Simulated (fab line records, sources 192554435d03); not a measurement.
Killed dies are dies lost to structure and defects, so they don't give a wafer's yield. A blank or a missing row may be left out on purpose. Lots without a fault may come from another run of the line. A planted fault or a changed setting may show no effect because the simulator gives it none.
Chamber matching | flow n5_finfet | N5_BEOL_M7_PECVD_70 on pecvd-02: 3 sister chambers
The step deposits SiO2 from TEOS/O2, target thk 20 nm, time 22.7 s. 6 wafers are shown with their chamber, then 8 later ones without.

WAFERS WITH THEIR CHAMBER
wafer  | chamber | throttle_valve_pct (%) | showerhead_plenum_p_Torr (Torr)
L082.1 | 0       | 23.4                   | 8.759
L082.4 | 1       | 23.2                   | 8.834
L088.3 | 1       | 23.0                   | 8.799
L088.4 | 2       | 21.7                   | 8.770
L088.6 | 0       | 23.2                   | 8.785
L089.1 | 2       | 22.0                   | 8.764

WAFERS WITHOUT THEIR CHAMBER
wafer  | throttle_valve_pct (%) | showerhead_plenum_p_Torr (Torr)
L089.3 | 23.2                   | 8.754
L089.4 | 23.1                   | 8.820
L093.1 | 23.0                   | 8.774
L093.3 | 23.2                   | 8.791
L093.4 | 21.9                   | 8.753
L094.2 | 23.1                   | 8.752
L094.3 | 23.5                   | 8.817
L094.6 | 23.2                   | 8.770

WHICH CHAMBER EACH WENT THROUGH
wafer  | from the rows above     | in truth
L089.3 | 0                       | 0
L089.4 | 1                       | 1
L093.1 | can't be placed: 0 or 1 | 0
L093.3 | can't be placed: 0 or 1 | 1
L093.4 | 2                       | 2
L094.2 | can't be placed: 0 or 1 | 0
L094.3 | can't be placed: 1 or 0 | 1
L094.6 | 0                       | 0
Placed correctly: 4 of 8. Can't be placed from these rows: 4 (the true chamber is among the candidates in 4). Placed wrongly: 0.
How it was worked out, from the rows above alone: a wafer's distance from a chamber is the root of the sum, over the readings, of the square of ((its reading less the chamber's mean) divided by the reading's scatter). The wafer belongs to the nearest chamber; if the next one is less than 2 further off, it can't be placed. A chamber's mean is the mean of its shown wafers. The scatter: the root of (the sum of the squares of (reading less its chamber's mean) over the shown wafers, divided by (wafers less chambers)).
